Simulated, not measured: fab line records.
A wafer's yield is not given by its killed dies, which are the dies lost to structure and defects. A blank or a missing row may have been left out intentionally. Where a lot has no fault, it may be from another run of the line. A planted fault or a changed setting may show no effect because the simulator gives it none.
Which tool did it? + flow nand-harc + Sampling: 12 lots, 36 wafers, 5 of 1159 route steps

WHAT THE GAUGES SHOWED, per wafer
NHARC_HYBRID_BOND_OVL_MEAS_05.
| lot  | measured     | on         | overlay-x-nm (nm) | overlay-y-nm (nm) |
|------|--------------|------------|-------------------|-------------------|
| L487 | day 18 12:23 | overlay-01 | -40 -52 6         | 6 7 -12           |
| L488 | day 18 19:29 | overlay-02 | -34 47 31         | 13 -12 22         |
| L491 | day 18 19:29 | overlay-01 | 23 5 12           | -48 21 -8         |
| L493 | day 19 22:57 | overlay-02 | 17 -13 -14        | -32 13 -23        |
| L495 | day 20 08:35 | overlay-01 | 34 6 20           | -23 55 39         |
| L499 | day 21 08:18 | overlay-01 | -68 -11 -3        | 55 23 31          |
| L497 | day 21 08:17 | overlay-02 | -6 13 8           | -8 26 18          |
| L500 | day 22 12:27 | overlay-01 | -80 -61 -44       | -17 -49 40        |
| L506 | day 23 03:58 | overlay-01 | -24 15 -47        | -29 31 -12        |
| L505 | day 23 14:23 | overlay-02 | 22 0 14           | 22 0 -13          |
| L510 | day 23 23:40 | overlay-02 | -4 -23 -7         | 19 62 43          |
| L509 | day 24 06:09 | overlay-01 | -13 -16 22        | -24 -55 -56       |

NHARC_END_SORT_01.
| lot  | measured     | on        | defect-limited-yield (%) | killed-at-array | killed-at-other | killed-at-periphery | killed-dies | killed-open | killed-short | sort_bin_2_pct (%) | sort_bin_3_pct (%) | sort_bin_4_pct (%) | sort-n-pass | sort-rim-yield-pct (%) | sort-yield-pct (%) |
|------|--------------|-----------|--------------------------|-----------------|-----------------|---------------------|-------------|-------------|--------------|--------------------|--------------------|--------------------|-------------|------------------------|--------------------|
| L487 | day 19 05:39 | prober-01 | 97.2 96.9 96.0           | 18 20 24        | 0 1 1           | 1 0 2               | 19 21 27    | 5 3 3       | 1 0 2        | 0.7 0.7 1.2        | 0 0 0              | 2.1 2.4 2.8        | 658 656 650 | 99.1 99.1 97.2         | 97.2 96.9 96.0     |
| L488 | day 19 21:26 | prober-01 | 96.2 96.6 94.7           | 17 14 28        | 1 2 0           | 8 7 8               | 26 23 36    | 5 4 5       | 2 3 3        | 1.6 0.6 1.8        | 0.44 0.15 0.30     | 1.8 2.7 3.2        | 651 654 641 | 100.0 96.2 96.2        | 96.2 96.6 94.7     |
| L491 | day 19 21:23 | prober-02 | 93.9 95.4 95.4           | 39 30 30        | 0 0 0           | 2 1 1               | 41 31 31    | 3 3 1       | 3 1 3        | 1.8 1.3 1.0        | 0.30 0.44 0        | 4.0 2.8 3.5        | 636 646 646 | 96.2 100.0 98.1        | 93.9 95.4 95.4     |
| L493 | day 20 17:20 | prober-02 | 95.7 96.8 97.0           | 22 17 15        | 1 0 2           | 6 5 3               | 29 22 20    | 3 7 2       | 2 1 2        | 1.5 1.3 0.9        | 0.15 0 0.15        | 2.7 1.9 1.9        | 648 655 657 | 96.2 98.1 99.1         | 95.7 96.8 97.0     |
| L495 | day 21 02:19 | prober-01 | 93.5 94.5 92.3           | 40 33 50        | 3 2 0           | 1 2 2               | 44 37 52    | 2 3 1       | 2 0 2        | 2.5 1.6 1.6        | 0.30 0.15 0.30     | 3.7 3.7 5.8        | 633 640 625 | 97.2 96.2 98.1         | 93.5 94.5 92.3     |
| L499 | day 22 05:32 | prober-02 | 96.2 97.5 97.2           | 20 16 15        | 2 0 0           | 4 1 4               | 26 17 19    | 9 0 3       | 1 1 2        | 1.5 0.6 0.6        | 0.15 0.30 0.30     | 2.2 1.6 1.9        | 651 660 658 | 100.0 98.1 95.3        | 96.2 97.5 97.2     |
| L497 | day 22 05:27 | prober-01 | 82.0 83.3 82.1           | 121 112 120     | 0 0 1           | 1 1 0               | 122 113 121 | 4 3 1       | 2 0 0        | 7.1 6.2 9.2        | 3.25 3.69 3.25     | 7.7 6.8 5.5        | 555 564 556 | 98.1 98.1 100.0        | 82.0 83.3 82.1     |
| L500 | day 23 13:31 | prober-02 | 84.8 84.6 81.7           | 102 100 121     | 0 1 1           | 1 3 2               | 103 104 124 | 3 3 5       | 2 3 1        | 5.2 6.2 7.8        | 3.84 2.81 2.81     | 6.2 6.4 7.7        | 574 573 553 | 85.8 99.1 96.2         | 84.8 84.6 81.7     |
| L506 | day 24 05:10 | prober-02 | 97.0 98.4 95.4           | 15 9 23         | 0 0 1           | 5 2 7               | 20 11 31    | 2 2 5       | 1 1 6        | 0.9 0.4 1.8        | 0.15 0.15 0        | 1.9 1.0 2.8        | 657 666 646 | 97.2 100.0 94.3        | 97.0 98.4 95.4     |
| L505 | day 24 12:55 | prober-02 | 95.0 94.5 94.4           | 29 27 33        | 0 0 0           | 5 10 5              | 34 37 38    | 1 2 6       | 2 2 3        | 1.9 1.0 1.8        | 0.15 0.74 0.30     | 3.0 3.7 3.5        | 643 640 639 | 97.2 98.1 98.1         | 95.0 94.5 94.4     |
| L510 | day 24 23:37 | prober-02 | 95.9 96.8 96.3           | 26 22 20        | 0 0 2           | 2 0 3               | 28 22 25    | 5 1 7       | 0 2 2        | 1.5 0.4 0.9        | 0 0.15 0.44        | 2.7 2.7 2.4        | 649 655 652 | 96.2 97.2 97.2         | 95.9 96.8 96.3     |
| L509 | day 25 07:42 | prober-01 | 92.9 94.2 94.7           | 41 31 31        | 3 2 1           | 4 6 4               | 48 39 36    | 4 5 4       | 1 0 0        | 2.5 2.5 1.8        | 0.89 0.30 0.44     | 3.7 3.0 3.1        | 629 638 641 | 99.1 98.1 100.0        | 92.9 94.2 94.7     |

WHICH TOOL RAN EACH LOT (tool, then ch and the chambers of the sampled wafers, then the start)
| lot  | NHARC_A_BONDPAD_ETCH_12            | NHARC_A_BONDPAD_PVD_27                  | NHARC_THIN_TSV_CMP_01         |
|------|------------------------------------|-----------------------------------------|-------------------------------|
| L487 | rie-diel-02 ch 1,2,3, day 17 18:45 | pvd-sputter-03, day 18 12:23 or earlier | cmp-01 ch 0,3, day 18 13:49   |
| L488 | rie-diel-06 ch 0,1,2, day 18 05:33 | pvd-sputter-03, day 18 19:29 or earlier | cmp-04 ch 1,2,3, day 19 00:29 |
| L491 | rie-diel-06 ch 1,3, day 18 09:59   | pvd-sputter-02, day 18 19:29 or earlier | cmp-01 ch 2,3, day 18 23:17   |
| L493 | rie-diel-06 ch 1,2, day 19 10:41   | pvd-sputter-02, day 19 22:57 or earlier | cmp-01 ch 0,2,3, day 20 00:25 |
| L495 | rie-diel-02 ch 2,3, day 19 20:29   | pvd-sputter-01, day 20 08:35 or earlier | cmp-01 ch 1,2,3, day 20 10:02 |
| L499 | rie-diel-02 ch 0,2,3, day 20 16:20 | pvd-sputter-03, day 21 08:18 or earlier | cmp-03 ch 0,1, day 21 09:45   |
| L497 | rie-diel-06 ch 2,3, day 20 19:41   | pvd-sputter-03, day 21 08:17 or earlier | cmp-01 ch 2,3, day 21 10:56   |
| L500 | rie-diel-06 ch 0,1,2, day 21 22:22 | pvd-sputter-03, day 22 12:27 or earlier | cmp-03 ch 2,3, day 22 20:13   |
| L506 | rie-diel-02 ch 0,1,2, day 22 15:16 | pvd-sputter-02, day 23 03:58 or earlier | cmp-04 ch 1,2,3, day 23 05:25 |
| L505 | rie-diel-02 ch 0,1, day 23 01:59   | pvd-sputter-01, day 23 14:23 or earlier | cmp-04 ch 0,1, day 23 15:50   |
| L510 | rie-diel-02 ch 0,1, day 23 08:58   | pvd-sputter-01, day 23 23:40 or earlier | cmp-03 ch 0,1,3, day 24 01:08 |
| L509 | rie-diel-02 ch 0,2, day 23 16:35   | pvd-sputter-01, day 24 06:09 or earlier | cmp-01 ch 1,3, day 24 08:48   |
- NHARC_A_BONDPAD_ETCH_12: etches the open film in CHF3/O2, target depth 220 nm, time 110 s.
- NHARC_A_BONDPAD_PVD_27: deposits Cu, target thk 30 nm, time 20.49 s.
- NHARC_THIN_TSV_CMP_01: polishes.

WHAT THE TOOLS THEMSELVES READ (means of the sampled wafers that have a number; where no wafer has one, the mark that the record gives instead)
NHARC_A_BONDPAD_ETCH_12.
| lot  | tool        | chamber-pressure-mTorr (mTorr) | drypump-motor-current-A (A) | oes-product-au (a.u.) | rf-vpp-V (V) | showerhead-plenum-p-Torr (Torr) | throttle-valve-pct (%) |
|------|-------------|--------------------------------|-----------------------------|-----------------------|--------------|---------------------------------|------------------------|
| L487 | rie-diel-02 | 25.012                         | 6.2                         | 0.933                 | 372.0        | 2.44                            | 20.579                 |
| L488 | rie-diel-06 | 25.018                         | 5.2                         | 0.927                 | 370.4        | 2.37                            | 20.569                 |
| L491 | rie-diel-06 | 24.999                         | 5.8                         | 0.918                 | 368.7        | 2.33                            | 20.577                 |
| L493 | rie-diel-06 | 24.990                         | 5.1                         | 0.951                 | 370.3        | 2.42                            | 20.579                 |
| L495 | rie-diel-02 | 25.000                         | 6.1                         | 0.940                 | 370.9        | 2.43                            | 20.569                 |
| L499 | rie-diel-02 | 24.997                         | 6.2                         | 0.926                 | 370.0        | 2.37                            | 20.571                 |
| L497 | rie-diel-06 | 25.002                         | 5.6                         | 0.931                 | 372.9        | 2.51                            | 20.568                 |
| L500 | rie-diel-06 | 25.016                         | 5.3                         | 0.929                 | 369.6        | 2.36                            | 20.571                 |
| L506 | rie-diel-02 | 25.013                         | 6.0                         | 0.972                 | 371.1        | 2.42                            | 20.570                 |
| L505 | rie-diel-02 | 25.008                         | 6.2                         | 0.969                 | 371.0        | 2.37                            | 20.572                 |
| L510 | rie-diel-02 | 25.005                         | 6.1                         | 0.973                 | 369.7        | 2.37                            | 20.580                 |
| L509 | rie-diel-02 | 24.987                         | 6.1                         | 0.978                 | 370.4        | 2.36                            | 20.572                 |

NHARC_A_BONDPAD_PVD_27.
| lot  | tool           | cathode-dc-power-W (W) | throttle-valve-pct (%) |
|------|----------------|------------------------|------------------------|
| L487 | pvd-sputter-03 | 5000.4                 | 29.2                   |
| L488 | pvd-sputter-03 | 5000.3                 | 29.6                   |
| L491 | pvd-sputter-02 | 5000.4                 | 30.4                   |
| L493 | pvd-sputter-02 | 4999.2                 | 29.0                   |
| L495 | pvd-sputter-01 | 4999.6                 | 30.9                   |
| L499 | pvd-sputter-03 | 5000.4                 | 30.1                   |
| L497 | pvd-sputter-03 | 4999.5                 | 30.8                   |
| L500 | pvd-sputter-03 | 4999.7                 | 30.1                   |
| L506 | pvd-sputter-02 | 4999.4                 | 30.2                   |
| L505 | pvd-sputter-01 | 4999.6                 | 30.6                   |
| L510 | pvd-sputter-01 | 5000.6                 | 31.7                   |
| L509 | pvd-sputter-01 | 5000.0                 | 30.4                   |

NHARC_THIN_TSV_CMP_01.
| lot  | tool   | motor-current-A (A) |
|------|--------|---------------------|
| L487 | cmp-01 | 14.9                |
| L488 | cmp-04 | 11.2                |
| L491 | cmp-01 | 13.6                |
| L493 | cmp-01 | 13.6                |
| L495 | cmp-01 | 13.8                |
| L499 | cmp-03 | 13.3                |
| L497 | cmp-01 | 15.4                |
| L500 | cmp-03 | 13.0                |
| L506 | cmp-04 | 11.2                |
| L505 | cmp-04 | 10.4                |
| L510 | cmp-03 | 12.8                |
| L509 | cmp-01 | 13.5                |

THE ANSWER, worked out from the rows above alone
Rule: the lots themselves supply what counts as usual. The widest of any qualifying gaps counts: lots, ordered by their means at a reading, are off when they make up no more than a third of the lots, leave a main group of 4 or more, and stand apart from it by 3 or more times the standard deviation of that group's means. If all means in a main group match to the digits the tables above print for the reading, that group is not used. Also off: a lot with no number at a reading for which 4 or more lots have one. The other lots that the step has rows for count as sound. Order of review: gauges by route order, followed by the tools' own readings, for which a lot's mean as printed above is used. At the first step where some lot is off, the reading lying furthest off is the one used; lots without a number count as furthest.
Off at NHARC_END_SORT_01 (sort_bin_3_pct): L497, L500. For the main group the mean is 0.24 % and the standard deviation 0.15.
If a tool, at a process step before that reading, ran all the lots that are off and no sound lot after the first of them, it fits. Those tools and the gauges at NHARC_END_SORT_01 are tried in the same way. NHARC_A_BONDPAD_PVD_27: start missing for some lots; hours and lot order therefore follow NHARC_HYBRID_BOND_OVL_MEAS_05. One fits: rie-diel-06 at NHARC_A_BONDPAD_ETCH_12. A fault onset in the window from L493 (day 19 10:41, its last sound lot) to L497 (day 20 19:41, its first lot off) fits.

WHAT WAS PUT IN BY THE SIMULATOR
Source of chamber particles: rie-diel-06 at NHARC_A_BONDPAD_ETCH_12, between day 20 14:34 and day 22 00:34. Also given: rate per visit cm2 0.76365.
Shown lots that were struck: L497, L500. This agrees with what the rule above found.
